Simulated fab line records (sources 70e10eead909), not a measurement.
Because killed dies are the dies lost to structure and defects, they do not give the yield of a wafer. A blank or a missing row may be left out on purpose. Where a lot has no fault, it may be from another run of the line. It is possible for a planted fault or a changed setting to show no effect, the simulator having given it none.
A struck lot beside a sound one :: flow nand-harc :: 23 steps out of a route of 1302
Sound: the wafers L523.1, L523.3, L523.4. Wafers struck: L535.3, L535.4, L535.6. At the end, the cause is stated.
Each step with rows lists, per side, the tool, then ch with its chambers, then its first start. Under that, the readings that differ: sound wafers :: struck wafers :: difference of the means :: sigmas: that difference in standard deviations of wafers without a fault.
alike: readings with means less than 2 such deviations apart, plus words and numbers identical on both sides. not compared: withheld readings, readings lacking a value on some wafer, bounds such as >300 that could conceal the same value, and numbers that have no deviation in the record and whose values overlap.
The two part at a step that has a row with sigmas, a row that says differs or no value, or rows on one side only. When numbers do not overlap yet have no deviation, they are printed without sigmas and do not part them. Lack of a reading on every wafer of one side parts them only where that side has two or more wafers.

NHARC_P_M0_INSPECT_27:
  sound: defect-inspect-01 at day 7 07:52; struck: defect-inspect-02 at day 12 06:47
  alike: raw-defect-count
NHARC_P_M0_PRE_CLEAN_31: time 12 s.
  sound on pecvd-03 ch 0,1,2, day 7 07:56; struck on pecvd-03 ch 1,2, day 12 06:52
  alike: heater-power-w
NHARC_P_M0_DEP_32: deposits SiCN, target thk 30 nm.
  sound on pecvd-03 ch 0,1,2, day 7 08:01; struck on pecvd-03 ch 1,2, day 12 07:01
  alike: heater-power-w
then, 8 steps without rows for these wafers: NHARC_P_M1_DEP_00 (deposits SiOC, target thk 182.5 nm); NHARC_P_M1_DEHYDRATE_01 (time 120 s); NHARC_P_M1_HMDS_02 (time 30 s); NHARC_P_M1_COAT_34 (time 65 s); NHARC_P_M1_COAT_03 (resist thk 90 nm); NHARC_P_M1_SOFTBAKE_04 (time 55 s); NHARC_P_M1_EBR_05; NHARC_P_M1_EXPOSE_06 (exposes mask P M1, target cd 130 nm).
NHARC_P_M1_PEB_07: peb time 65 s.
  sound on litho-track-01 ch 0, day 7 09:11; struck on litho-track-01 ch 0, day 12 07:58
reading: heater-power-total-W (W)
sound: 156.3 157.0 156.6
struck: 179.0 178.5 178.5
difference: +22.0
sigmas: +51

reading: plate-temp-C (C)
sound: 100.07 100.21 100.21
struck: 110.21 110.09 110.23
difference: +10.01
sigmas: +83
then, 1 step without rows for these wafers: NHARC_P_M1_DEVELOP_08 (develop time 35 s).
NHARC_P_M1_CD_MEAS_09: the cd target is 130 nm.
  sound on cd-sem-02 ch 0, day 7 09:16; struck on cd-sem-03 ch 0, day 12 08:03
reading: cd-nm (nm)
sound: 130.3 130.2 129.7
struck: 158.4 159.4 158.8
difference: +28.8
sigmas: +64
NHARC_P_M1_OVL_MEAS_10: pitch 260 nm.
  sound: overlay-02 at day 7 09:21; struck: overlay-01 at day 12 08:08
  alike: overlay-x-nm, overlay-y-nm
NHARC_P_M1_INSPECT_11:
  sound: defect-inspect-01 at day 7 09:23; struck: defect-inspect-01 at day 12 08:10
  alike: raw-defect-count
NHARC_P_M1_DESCUM_14: chemistry O2, time 3 s.
  sound on rie-diel-01 ch 0,1,3, day 7 09:27; struck on rie-diel-01 ch 0,3, day 12 08:14
reading: rf-vpp-V (V)
sound: 58.2 59.4 58.3
struck: 56.2 57.5 56.6
difference: -1.9
sigmas: -2

reading: model.P_M1.cd-nm (nm)
sound: 130.1 130.1 129.5
struck: 158.2 159.5 158.6
difference: +28.9
sigmas: 
  alike: drypump-motor-current-A, mfc-ar-sccm, o2-flow-sccm, oes-product-au, showerhead-plenum-p-Torr, throttle-valve-pct
  not compared: rf-hours-counter-h
NHARC_P_M1_ETCH_35: etches the open film in N2/H2, target depth 40 nm, overetch 12 nm, time 43.94 s.
  sound on rie-diel-01 ch 1,2,3, day 7 09:32; struck on rie-diel-01 ch 1,2,3, day 12 08:20
  alike: bias-w, drypump-motor-current-A, mfc-ar-sccm, oes-product-au, rf-vpp-V, showerhead-plenum-p-Torr, throttle-valve-pct
  not compared: rf-hours-counter-h
NHARC_P_M1_ETCH_15: etches the open film in C4F8/Ar, target depth 182.5 nm, time 91.2 s.
  sound on rie-diel-01 ch 0,1,2; struck on rie-diel-01 ch 1,3
  alike: bias-w, oes-product-au, rf-vpp-V
  not compared: rf-hours-counter-h
NHARC_P_M1_CD_MEAS_16:
  sound: cd-sem-03 at day 7 09:45; struck: cd-sem-03 at day 12 08:32
reading: cd-nm (nm)
sound: 130.4 130.2 129.5
struck: 158.3 159.1 158.8
difference: +28.7
sigmas: +52
NHARC_P_M1_STRIP_18: strips in N2/H2.
  sound on rie-diel-04 ch 0,2,3, day 7 09:51; struck on rie-diel-04 ch 0,2,3, day 12 08:38
  alike: drypump-motor-current-A, mfc-ar-sccm, oes-product-au, rf-vpp-V, showerhead-plenum-p-Torr, throttle-valve-pct
  not compared: rf-hours-counter-h
NHARC_P_M1_ETCH_28: etches the open film in CF4/N2, target depth 30 nm, time 72.99 s.
  sound on rie-diel-04 ch 0,1,2; struck on rie-diel-04 ch 0,1,2
reading: oes-product-au (a.u.)
sound: 0.989 0.985 0.996
struck: 1.007 1.003 1.021
difference: +0.020
sigmas: +3

reading: model.P_M1.cd-nm (nm)
sound: 130.3 129.7 129.6
struck: 158.4 159.7 158.7
difference: +29.1
sigmas: 
  alike: bias-w, cf4-flow-sccm, drypump-motor-current-A, mfc-ar-sccm, rf-vpp-V, showerhead-plenum-p-Torr, throttle-valve-pct
  not compared: rf-hours-counter-h
then, 1 step without rows for these wafers: NHARC_P_M1_STRIP_19 (strips in post etch residue remover, time 600 s).

## WHERE THEY PART
First at NHARC_P_M1_PEB_07; last, within this record, at NHARC_P_M1_ETCH_28.

WHY: whatever the simulator had introduced
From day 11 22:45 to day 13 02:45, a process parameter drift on litho-track-01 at NHARC_P_M1_PEB_07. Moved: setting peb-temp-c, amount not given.
